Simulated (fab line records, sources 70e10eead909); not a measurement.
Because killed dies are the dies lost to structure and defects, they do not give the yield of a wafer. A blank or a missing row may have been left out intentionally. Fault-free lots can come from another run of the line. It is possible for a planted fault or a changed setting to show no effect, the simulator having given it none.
Which of the tools did it? || flow nand-harc || Sampling: 14 lots, 42 wafers, 3 of 1302 route steps

== WHAT THE GAUGES READ, wafer by wafer ==
NHARC_P_M0_CD_MEAS_09 targets a cd of 90 nm.
{"lot": "L143", "measured": "day 6 05:30", "on": "cd-sem-03", "cd-nm (nm)": "89.3 89.5 89.2"}
{"lot": "L144", "measured": "day 6 15:10", "on": "cd-sem-01", "cd-nm (nm)": "89.7 90.1 89.1"}
{"lot": "L145", "measured": "day 7 05:17", "on": "cd-sem-01", "cd-nm (nm)": "90.6 89.4 89.9"}
{"lot": "L152", "measured": "day 10 03:26", "on": "cd-sem-01", "cd-nm (nm)": "90.0 89.2 89.8"}
{"lot": "L153", "measured": "day 10 12:02", "on": "cd-sem-01", "cd-nm (nm)": "89.5 89.5 90.8"}
{"lot": "L154", "measured": "day 10 19:11", "on": "cd-sem-03", "cd-nm (nm)": "89.2 90.0 89.3"}
{"lot": "L159", "measured": "day 12 11:33", "on": "cd-sem-02", "cd-nm (nm)": "89.6 90.3 90.1"}
{"lot": "L160", "measured": "day 12 23:43", "on": "cd-sem-03", "cd-nm (nm)": "89.2 88.9 89.5"}
{"lot": "L161", "measured": "day 13 16:22", "on": "cd-sem-02", "cd-nm (nm)": "89.6 89.6 90.1"}
{"lot": "L162", "measured": "day 13 20:20", "on": "cd-sem-03", "cd-nm (nm)": "90.7 89.8 89.7"}
{"lot": "L163", "measured": "day 14 06:02", "on": "cd-sem-01", "cd-nm (nm)": "89.9 90.2 91.0"}
{"lot": "L164", "measured": "day 15 05:58", "on": "cd-sem-02", "cd-nm (nm)": "90.9 90.3 90.0"}
{"lot": "L165", "measured": "day 15 11:00", "on": "cd-sem-03", "cd-nm (nm)": "90.9 89.7 90.4"}
{"lot": "L166", "measured": "day 15 17:33", "on": "cd-sem-02", "cd-nm (nm)": "90.0 89.0 89.8"}

== WHICH TOOL RAN EACH LOT (tool, then ch and the chambers of the sampled wafers, then the start) ==
{"lot": "L143", "NHARC_P_CONTACT_DEGAS_38": "pvd-sputter-03, day 6 03:07", "NHARC_P_CONTACT_PVD_32": "pvd-sputter-03, day 6 05:30 or earlier"}
{"lot": "L144", "NHARC_P_CONTACT_DEGAS_38": "pvd-sputter-01, day 6 12:46", "NHARC_P_CONTACT_PVD_32": "pvd-sputter-01, day 6 15:10 or earlier"}
{"lot": "L145", "NHARC_P_CONTACT_DEGAS_38": "pvd-sputter-02, day 7 02:43", "NHARC_P_CONTACT_PVD_32": "pvd-sputter-02, day 7 05:17 or earlier"}
{"lot": "L152", "NHARC_P_CONTACT_DEGAS_38": "pvd-sputter-02, day 10 01:10", "NHARC_P_CONTACT_PVD_32": "pvd-sputter-02, day 10 03:26 or earlier"}
{"lot": "L153", "NHARC_P_CONTACT_DEGAS_38": "pvd-sputter-03, day 10 09:38", "NHARC_P_CONTACT_PVD_32": "pvd-sputter-03, day 10 12:02 or earlier"}
{"lot": "L154", "NHARC_P_CONTACT_DEGAS_38": "pvd-sputter-03, day 10 16:15", "NHARC_P_CONTACT_PVD_32": "pvd-sputter-03, day 10 19:11 or earlier"}
{"lot": "L159", "NHARC_P_CONTACT_DEGAS_38": "pvd-sputter-01, day 12 09:13", "NHARC_P_CONTACT_PVD_32": "pvd-sputter-01, day 12 11:33 or earlier"}
{"lot": "L160", "NHARC_P_CONTACT_DEGAS_38": "pvd-sputter-03, day 12 21:19", "NHARC_P_CONTACT_PVD_32": "pvd-sputter-03, day 12 23:43 or earlier"}
{"lot": "L161", "NHARC_P_CONTACT_DEGAS_38": "pvd-sputter-03, day 13 14:04", "NHARC_P_CONTACT_PVD_32": "pvd-sputter-03, day 13 16:22 or earlier"}
{"lot": "L162", "NHARC_P_CONTACT_DEGAS_38": "pvd-sputter-02, day 13 17:55", "NHARC_P_CONTACT_PVD_32": "pvd-sputter-02, day 13 20:20 or earlier"}
{"lot": "L163", "NHARC_P_CONTACT_DEGAS_38": "pvd-sputter-01, day 14 03:06", "NHARC_P_CONTACT_PVD_32": "pvd-sputter-01, day 14 06:02 or earlier"}
{"lot": "L164", "NHARC_P_CONTACT_DEGAS_38": "pvd-sputter-01, day 15 03:34", "NHARC_P_CONTACT_PVD_32": "pvd-sputter-01, day 15 05:58 or earlier"}
{"lot": "L165", "NHARC_P_CONTACT_DEGAS_38": "pvd-sputter-01, day 15 08:44", "NHARC_P_CONTACT_PVD_32": "pvd-sputter-01, day 15 11:00 or earlier"}
{"lot": "L166", "NHARC_P_CONTACT_DEGAS_38": "pvd-sputter-02, day 15 15:10", "NHARC_P_CONTACT_PVD_32": "pvd-sputter-02, day 15 17:33 or earlier"}
- NHARC_P_CONTACT_DEGAS_38: time 60 s.
- NHARC_P_CONTACT_PVD_32: deposits Ti, target thk 5 nm, time 17.7 s.

== WHAT THE TOOLS THEMSELVES READ (means of the sampled wafers that have a number; where no wafer has one, the mark that the record gives instead) ==
NHARC_P_CONTACT_DEGAS_38.
{"lot": "L143", "tool": "pvd-sputter-03", "heater-power-w (W)": 466}
{"lot": "L144", "tool": "pvd-sputter-01", "heater-power-w (W)": 459}
{"lot": "L145", "tool": "pvd-sputter-02", "heater-power-w (W)": 408}
{"lot": "L152", "tool": "pvd-sputter-02", "heater-power-w (W)": 403}
{"lot": "L153", "tool": "pvd-sputter-03", "heater-power-w (W)": 471}
{"lot": "L154", "tool": "pvd-sputter-03", "heater-power-w (W)": 462}
{"lot": "L159", "tool": "pvd-sputter-01", "heater-power-w (W)": 471}
{"lot": "L160", "tool": "pvd-sputter-03", "heater-power-w (W)": 436}
{"lot": "L161", "tool": "pvd-sputter-03", "heater-power-w (W)": 468}
{"lot": "L162", "tool": "pvd-sputter-02", "heater-power-w (W)": 397}
{"lot": "L163", "tool": "pvd-sputter-01", "heater-power-w (W)": 467}
{"lot": "L164", "tool": "pvd-sputter-01", "heater-power-w (W)": 464}
{"lot": "L165", "tool": "pvd-sputter-01", "heater-power-w (W)": 469}
{"lot": "L166", "tool": "pvd-sputter-02", "heater-power-w (W)": 436}

NHARC_P_CONTACT_PVD_32.
{"lot": "L143", "tool": "pvd-sputter-03", "throttle-valve-pct (%)": 29.5}
{"lot": "L144", "tool": "pvd-sputter-01", "throttle-valve-pct (%)": 28.9}
{"lot": "L145", "tool": "pvd-sputter-02", "throttle-valve-pct (%)": 30.2}
{"lot": "L152", "tool": "pvd-sputter-02", "throttle-valve-pct (%)": 30.5}
{"lot": "L153", "tool": "pvd-sputter-03", "throttle-valve-pct (%)": 29.6}
{"lot": "L154", "tool": "pvd-sputter-03", "throttle-valve-pct (%)": 30.0}
{"lot": "L159", "tool": "pvd-sputter-01", "throttle-valve-pct (%)": 29.6}
{"lot": "L160", "tool": "pvd-sputter-03", "throttle-valve-pct (%)": 29.6}
{"lot": "L161", "tool": "pvd-sputter-03", "throttle-valve-pct (%)": 29.4}
{"lot": "L162", "tool": "pvd-sputter-02", "throttle-valve-pct (%)": 30.7}
{"lot": "L163", "tool": "pvd-sputter-01", "throttle-valve-pct (%)": 29.5}
{"lot": "L164", "tool": "pvd-sputter-01", "throttle-valve-pct (%)": 29.6}
{"lot": "L165", "tool": "pvd-sputter-01", "throttle-valve-pct (%)": 29.5}
{"lot": "L166", "tool": "pvd-sputter-02", "throttle-valve-pct (%)": 31.5}

== THE ANSWER, worked out from the rows above alone ==
Rule: the lots themselves supply what counts as usual. The widest of any qualifying gaps counts: lots, ordered by their means at a reading, are off when they make up no more than a third of the lots, leave a main group of 4 or more, and stand apart from it by 3 or more times the standard deviation of that group's means. If all means in a main group match to the digits the tables above print for the reading, that group is not used. Also off: a lot with no number at a reading for which 4 or more lots have one. Any other lot the step has rows for is counted as sound. After the gauges, taken in route order, come the tools' own readings; for these a lot's mean is taken, as printed above. The first step at which some lot is off is used, and at that step the reading that is off furthest; a lot without a number counts as furthest.
None of the lots is off at any reading shown; this tells nothing.

== WHAT HAD BEEN PUT IN BY THE SIMULATOR ==
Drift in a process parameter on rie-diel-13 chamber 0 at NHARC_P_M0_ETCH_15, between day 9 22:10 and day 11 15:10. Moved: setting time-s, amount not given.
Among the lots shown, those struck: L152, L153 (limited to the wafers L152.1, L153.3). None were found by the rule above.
